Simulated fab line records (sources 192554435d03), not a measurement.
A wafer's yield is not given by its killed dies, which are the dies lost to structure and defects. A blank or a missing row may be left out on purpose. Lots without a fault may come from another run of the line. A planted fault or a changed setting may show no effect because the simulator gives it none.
The tool behind it: which one? -- flow n5 finfet -- Sampling: 24 lots, 72 wafers, 6 of 1938 route steps

== WHAT THE GAUGES READ, wafer by wafer ==
N5_BEOL_M0_INSPECT_127: inspects for defects (darkfield). Usual: raw defect count reads 71 (standard deviation 25).
lot,measured,on,raw defect count,flag
L074,day 6 04:33,defect inspect-02,45 55 77,
L075,day 6 14:15,defect inspect-02,63 64 55,
L076,day 6 21:06,defect inspect-02,55 113 58,
L077,day 6 23:50,defect inspect-01,50 90 50,
L078,day 7 06:41,defect inspect-01,51 48 91,
L079,day 7 16:17,defect inspect-01,85 83 67,
L080,day 7 19:55,defect inspect-01,77 72 46,
L081,day 7 20:23,defect inspect-01,76 126 99,
L082,day 8 05:12,defect inspect-02,82 73 38,
L083,day 8 18:53,defect inspect-02,75 45 81,
L084,day 9 00:47,defect inspect-01,70 85 60,
L086,day 9 04:17,defect inspect-02,64 66 38,
L085,day 9 04:34,defect inspect-02,98 67 86,
L088,day 9 11:28,defect inspect-01,93 80 128,
L087,day 9 23:31,defect inspect-01,95 58 153,
L090,day 10 04:46,defect inspect-02,94 59 91,
L089,day 10 05:45,defect inspect-01,57 103 70,
L091,day 10 06:53,defect inspect-02,40 112 69,
L092,day 10 18:23,defect inspect-01,89 142 140,
L093,day 11 05:57,defect inspect-02,81 103 122,
L094,day 11 10:14,defect inspect-02,53 71 37,
L095,day 11 11:37,defect inspect-02,41 36 62,
L096,day 11 15:18,defect inspect-02,60 43 49,
L097,day 11 16:32,defect inspect-02,47 51 54,

== TOOL THAT RAN EACH LOT (tool first, then ch and the chambers of the sampled wafers, then the start) ==
lot,N5_BEOL_M0_ANNEAL_117,N5_BEOL_M0_ANNEAL_133,N5_BEOL_M0_SPUTTER_134,N5_BEOL_M0_ANNEAL_135,N5_BEOL_M0_SPUTTER_141
L074,"pvd sputter-03, day 6 03:08","pvd sputter-03, day 6 03:15","pvd sputter-03, day 6 03:17","pvd sputter-03, day 6 03:22","pvd sputter-03, day 6 03:25"
L075,"pvd sputter-02, day 6 12:50","pvd sputter-02, day 6 12:58","pvd sputter-02, day 6 13:00","pvd sputter-02, day 6 13:05","pvd sputter-02, day 6 13:07"
L076,"pvd sputter-02, day 6 19:45","pvd sputter-02, day 6 19:52","pvd sputter-02, day 6 19:55","pvd sputter-02, day 6 19:59","pvd sputter-02, day 6 20:02"
L077,"pvd sputter-01, day 6 22:21","pvd sputter-01, day 6 22:28","pvd sputter-01, day 6 22:31","pvd sputter-01, day 6 22:35","pvd sputter-01, day 6 22:38"
L078,"pvd sputter-01, day 7 04:55","pvd sputter-01, day 7 05:02","pvd sputter-01, day 7 05:05","pvd sputter-01, day 7 05:10","pvd sputter-01, day 7 05:12"
L079,"pvd sputter-02, day 7 14:47","pvd sputter-02, day 7 14:55","pvd sputter-02, day 7 14:57","pvd sputter-02, day 7 15:02","pvd sputter-02, day 7 15:04"
L080,"pvd sputter-01, day 7 18:34","pvd sputter-01, day 7 18:41","pvd sputter-01, day 7 18:44","pvd sputter-01, day 7 18:49","pvd sputter-01, day 7 18:51"
L081,"pvd sputter-01, day 7 19:01","pvd sputter-01, day 7 19:08","pvd sputter-01, day 7 19:10","pvd sputter-01, day 7 19:15","pvd sputter-01, day 7 19:17"
L082,"pvd sputter-02, day 8 03:46","pvd sputter-02, day 8 03:53","pvd sputter-02, day 8 03:55","pvd sputter-02, day 8 04:00","pvd sputter-02, day 8 04:02"
L083,"pvd sputter-03, day 8 17:32","pvd sputter-03, day 8 17:39","pvd sputter-03, day 8 17:41","pvd sputter-03, day 8 17:46","pvd sputter-03, day 8 17:49"
L084,"pvd sputter-01, day 8 23:25","pvd sputter-01, day 8 23:32","pvd sputter-01, day 8 23:35","pvd sputter-01, day 8 23:40","pvd sputter-01, day 8 23:42"
L086,"pvd sputter-01, day 9 02:48","pvd sputter-01, day 9 02:55","pvd sputter-01, day 9 02:58","pvd sputter-01, day 9 03:02","pvd sputter-01, day 9 03:05"
L085,"pvd sputter-03, day 9 03:07","pvd sputter-03, day 9 03:14","pvd sputter-03, day 9 03:16","pvd sputter-03, day 9 03:21","pvd sputter-03, day 9 03:23"
L088,"pvd sputter-02, day 9 10:05","pvd sputter-02, day 9 10:13","pvd sputter-02, day 9 10:15","pvd sputter-02, day 9 10:20","pvd sputter-02, day 9 10:22"
L087,"pvd sputter-03, day 9 22:08","pvd sputter-03, day 9 22:16","pvd sputter-03, day 9 22:18","pvd sputter-03, day 9 22:23","pvd sputter-03, day 9 22:25"
L090,"pvd sputter-02, day 10 03:24","pvd sputter-02, day 10 03:31","pvd sputter-02, day 10 03:34","pvd sputter-02, day 10 03:38","pvd sputter-02, day 10 03:41"
L089,"pvd sputter-03, day 10 04:14","pvd sputter-03, day 10 04:21","pvd sputter-03, day 10 04:23","pvd sputter-03, day 10 04:28","pvd sputter-03, day 10 04:31"
L091,"pvd sputter-03, day 10 05:29","pvd sputter-03, day 10 05:37","pvd sputter-03, day 10 05:39","pvd sputter-03, day 10 05:44","pvd sputter-03, day 10 05:46"
L092,"pvd sputter-01, day 10 16:52","pvd sputter-01, day 10 16:59","pvd sputter-01, day 10 17:02","pvd sputter-01, day 10 17:07","pvd sputter-01, day 10 17:09"
L093,"pvd sputter-03, day 11 02:26","pvd sputter-03, day 11 02:33","pvd sputter-03, day 11 02:35","pvd sputter-03, day 11 02:40","pvd sputter-03, day 11 02:43"
L094,"pvd sputter-01, day 11 08:16","pvd sputter-01, day 11 08:23","pvd sputter-01, day 11 08:26","pvd sputter-01, day 11 08:31","pvd sputter-01, day 11 08:33"
L095,"pvd sputter-02, day 11 09:51","pvd sputter-02, day 11 09:58","pvd sputter-02, day 11 10:01","pvd sputter-02, day 11 10:05","pvd sputter-02, day 11 10:08"
L096,"pvd sputter-02, day 11 13:56","pvd sputter-02, day 11 14:03","pvd sputter-02, day 11 14:05","pvd sputter-02, day 11 14:10","pvd sputter-02, day 11 14:13"
L097,"pvd sputter-01, day 11 15:00","pvd sputter-01, day 11 15:07","pvd sputter-01, day 11 15:10","pvd sputter-01, day 11 15:14","pvd sputter-01, day 11 15:17"
- N5_BEOL_M0_ANNEAL_117: time 60 s.
- N5_BEOL_M0_ANNEAL_133: time 60 s.
- N5_BEOL_M0_SPUTTER_134: material Cu, target thk 4 nm, time 7.37 s.
- N5_BEOL_M0_ANNEAL_135: time 60 s.
- N5_BEOL_M0_SPUTTER_141: material Cu, target thk 4 nm, time 7.37 s.

== WHAT THE TOOLS THEMSELVES READ (means of the sampled wafers that have a number; where no wafer has one, the mark that the record gives instead) ==
N5_BEOL_M0_ANNEAL_117. Usual: heater power w reads 821 W (standard deviation 72).
lot,tool,heater power w (W),flag
L074,pvd sputter-03,830,
L075,pvd sputter-02,770,
L076,pvd sputter-02,828,
L077,pvd sputter-01,803,
L078,pvd sputter-01,804,
L079,pvd sputter-02,871,
L080,pvd sputter-01,799,
L081,pvd sputter-01,836,
L082,pvd sputter-02,819,
L083,pvd sputter-03,824,
L084,pvd sputter-01,832,
L086,pvd sputter-01,808,
L085,pvd sputter-03,778,
L088,pvd sputter-02,929,
L087,pvd sputter-03,773,
L090,pvd sputter-02,820,
L089,pvd sputter-03,777,
L091,pvd sputter-03,820,
L092,pvd sputter-01,794,
L093,pvd sputter-03,872,
L094,pvd sputter-01,795,
L095,pvd sputter-02,882,
L096,pvd sputter-02,878,
L097,pvd sputter-01,806,

N5_BEOL_M0_ANNEAL_133. Usual: heater power w reads 819 W (standard deviation 73).
lot,tool,heater power w (W),flag
L074,pvd sputter-03,829,
L075,pvd sputter-02,785,
L076,pvd sputter-02,816,
L077,pvd sputter-01,808,
L078,pvd sputter-01,821,
L079,pvd sputter-02,872,
L080,pvd sputter-01,794,
L081,pvd sputter-01,833,
L082,pvd sputter-02,817,
L083,pvd sputter-03,814,
L084,pvd sputter-01,826,
L086,pvd sputter-01,806,
L085,pvd sputter-03,772,
L088,pvd sputter-02,945,
L087,pvd sputter-03,782,
L090,pvd sputter-02,830,
L089,pvd sputter-03,764,
L091,pvd sputter-03,818,
L092,pvd sputter-01,798,
L093,pvd sputter-03,869,
L094,pvd sputter-01,779,
L095,pvd sputter-02,862,
L096,pvd sputter-02,877,
L097,pvd sputter-01,790,

N5_BEOL_M0_SPUTTER_134. Usual: chuck gas flow sccm 1.26 sccm, standard deviation 0.057; throttle valve pct 30.1 %, standard deviation 1.1.
lot,tool,chuck gas flow sccm (sccm),throttle valve pct (%),flag
L074,pvd sputter-03,1.23,30.1,
L075,pvd sputter-02,1.28,31.4,
L076,pvd sputter-02,1.25,31.0,
L077,pvd sputter-01,1.27,30.5,
L078,pvd sputter-01,1.28,29.7,
L079,pvd sputter-02,1.32,30.4,
L080,pvd sputter-01,1.29,30.7,
L081,pvd sputter-01,1.26,30.5,
L082,pvd sputter-02,1.24,30.9,
L083,pvd sputter-03,1.30,29.0,
L084,pvd sputter-01,1.26,28.8,
L086,pvd sputter-01,1.24,29.5,
L085,pvd sputter-03,1.25,29.2,
L088,pvd sputter-02,1.27,30.4,
L087,pvd sputter-03,1.22,29.5,
L090,pvd sputter-02,1.31,31.0,
L089,pvd sputter-03,1.24,29.5,
L091,pvd sputter-03,1.31,29.6,
L092,pvd sputter-01,1.26,29.5,
L093,pvd sputter-03,1.26,28.7,
L094,pvd sputter-01,1.22,29.8,
L095,pvd sputter-02,1.26,30.6,
L096,pvd sputter-02,1.26,30.6,
L097,pvd sputter-01,1.26,29.6,

N5_BEOL_M0_ANNEAL_135. Usual: heater power w reads 819 W (standard deviation 74).
lot,tool,heater power w (W),flag
L074,pvd sputter-03,828,
L075,pvd sputter-02,800,
L076,pvd sputter-02,815,
L077,pvd sputter-01,798,
L078,pvd sputter-01,804,
L079,pvd sputter-02,874,
L080,pvd sputter-01,799,
L081,pvd sputter-01,834,
L082,pvd sputter-02,809,
L083,pvd sputter-03,811,
L084,pvd sputter-01,827,
L086,pvd sputter-01,808,
L085,pvd sputter-03,780,
L088,pvd sputter-02,936,
L087,pvd sputter-03,776,
L090,pvd sputter-02,807,
L089,pvd sputter-03,781,
L091,pvd sputter-03,825,
L092,pvd sputter-01,792,
L093,pvd sputter-03,875,
L094,pvd sputter-01,784,
L095,pvd sputter-02,877,
L096,pvd sputter-02,866,
L097,pvd sputter-01,790,

N5_BEOL_M0_SPUTTER_141. Usual: chuck gas flow sccm 1.26 sccm, standard deviation 0.051; throttle valve pct 30.1 %, standard deviation 1.1.
lot,tool,chuck gas flow sccm (sccm),throttle valve pct (%),flag
L074,pvd sputter-03,1.24,30.2,
L075,pvd sputter-02,1.30,31.2,
L076,pvd sputter-02,1.26,31.0,
L077,pvd sputter-01,1.26,30.5,
L078,pvd sputter-01,1.25,29.8,
L079,pvd sputter-02,1.26,30.7,
L080,pvd sputter-01,1.28,30.7,
L081,pvd sputter-01,1.26,30.5,
L082,pvd sputter-02,1.21,30.9,
L083,pvd sputter-03,1.26,29.0,
L084,pvd sputter-01,1.30,28.8,
L086,pvd sputter-01,1.27,29.3,
L085,pvd sputter-03,1.24,29.0,
L088,pvd sputter-02,1.18,30.2,
L087,pvd sputter-03,1.24,29.6,
L090,pvd sputter-02,1.27,30.7,
L089,pvd sputter-03,1.27,29.6,
L091,pvd sputter-03,1.28,29.7,
L092,pvd sputter-01,1.25,29.6,
L093,pvd sputter-03,1.30,28.7,
L094,pvd sputter-01,1.24,29.8,
L095,pvd sputter-02,1.33,30.6,
L096,pvd sputter-02,1.23,30.6,
L097,pvd sputter-01,1.26,29.6,

== THE ANSWER, worked out from the rows above alone ==
Rule: a lot is off if the mean of its wafers that have a number lies more than 3 standard deviations from the usual mean. A lot without any number at a reading at which 4 lots or more have one is off too. Where the step has rows for the other lots, those lots are counted as sound. First the gauges in route order, then the tools' own readings, where a lot's mean is used as printed above. The first step at which some lot is off is used, and at that step the reading that is off furthest; a lot without a number counts as furthest.
Nothing can be told from this: no lot is off at any reading shown.

== WHAT THE SIMULATOR HAD PUT IN ==
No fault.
